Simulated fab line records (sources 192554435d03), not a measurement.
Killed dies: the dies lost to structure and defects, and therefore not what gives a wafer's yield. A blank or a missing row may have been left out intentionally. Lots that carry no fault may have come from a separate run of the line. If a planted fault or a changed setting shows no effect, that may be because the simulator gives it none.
Lot-split experiment    flow n5_finfet    21 wafers read across 7 lots, on a route 1938 steps long

## THE SPLIT
At N5_BEOL_M15_COAT_04 (resist thk 800 nm), the setting spin_rpm was moved away from the recipe's 1704 rpm on 4 of the 21 wafers read, by -5.0% to +10.2%. For the rest of the wafers, this setting stayed at what the recipe calls for.

The reading comes from the split's own step.

## THE READING
coat_of_BEOL_M15_COAT_04.thk_nm (the simulator's own value, which no gauge read), in nm, at N5_BEOL_M15_COAT_04 (resist thk 800 nm). The file does not state a usual value for it. The 17 wafers here that ran the recipe average 799.3 nm, standard deviation 1.7 nm.

wafer   tool, chamber at the split  spin_rpm as run, rpm  against the recipe  coat_of_BEOL_M15_COAT_04.thk_nm, nm  against lot-mates on the recipe
L074.2  litho_track-04, 0           1704                  recipe              800.2                                -
L074.4  litho_track-04, 0           1704                  recipe              800.6                                -
L074.6  litho_track-04, 0           1704                  recipe              800.4                                -
L075.2  litho_track-02, 0           1704                  recipe              801                                  -
L075.5  litho_track-02, 0           1858                  +9.0%               766.4                                -33.8
L075.6  litho_track-02, 0           1704                  recipe              799.4                                -
L080.1  litho_track-05, 0           1704                  recipe              798                                  -
L080.4  litho_track-05, 0           1704                  recipe              796.8                                -
L080.5  litho_track-05, 0           1704                  recipe              798.6                                -
L086.2  litho_track-04, 0           1878                  +10.2%              764.2                                -36.8
L086.4  litho_track-04, 0           1878                  +10.2%              762.4                                -38.6
L086.5  litho_track-04, 0           1704                  recipe              801                                  -
L087.1  litho_track-02, 0           1704                  recipe              802.2                                -
L087.2  litho_track-02, 0           1704                  recipe              801                                  -
L087.6  litho_track-02, 0           1704                  recipe              800.8                                -
L095.1  litho_track-05, 0           1704                  recipe              798                                  -
L095.2  litho_track-05, 0           1704                  recipe              798.6                                -
L095.4  litho_track-05, 0           1704                  recipe              796.4                                -
L096.1  litho_track-02, 0           1704                  recipe              797.4                                -
L096.2  litho_track-02, 0           1619                  -5.0%               818.2                                +20.7
L096.4  litho_track-02, 0           1704                  recipe              797.6                                -

FIT RESULTS
A straight line over all 21 wafers: coat_of_BEOL_M15_COAT_04.thk_nm changes by -3.58 nm for each +1% of spin_rpm; r = -0.99; the points scatter about the line by 1.7 nm.
The same after taking each lot's own level away (the mean of its wafers on the recipe; 21 wafers): -3.75 nm for each +1%; r = -1.00; scatter 0.81 nm.
Per that fit: largest spin_rpm move, reading shift of 38 nm.
The lots' own levels span 797.50 to 801.33 nm, that is 2.3 times the standard deviation above.
Hence the lot-to-lot level has little effect on the slope; both slopes agree.
Check: with one of the wafers moved furthest among these (+10.2%) left out of the fit, the line predicts -38.8 nm for it against its lot-mates. It came out at -36.8 nm against them.

## OTHER SPLITS APPLIED TO THESE WAFERS
Note: prior to the reading, these wafers also went through further splits. Each is held against what the fit with the lots' levels taken away leaves over:
other split on the same wafers  wafers away from the commonest value  r with coat_of_BEOL_M15_COAT_04.thk_nm (lot level and that fit taken away)
N5_BEOL_M13_COAT_22 spin_rpm    4                                     -0.14
N5_BEOL_M15_ILD_DEP_00 time_s   7                                     +0.07

## FILE'S OWN FIT
coat_of_BEOL_M15_COAT_04.thk_nm changes by -3.76 nm for each +1% of spin_rpm, r = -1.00.
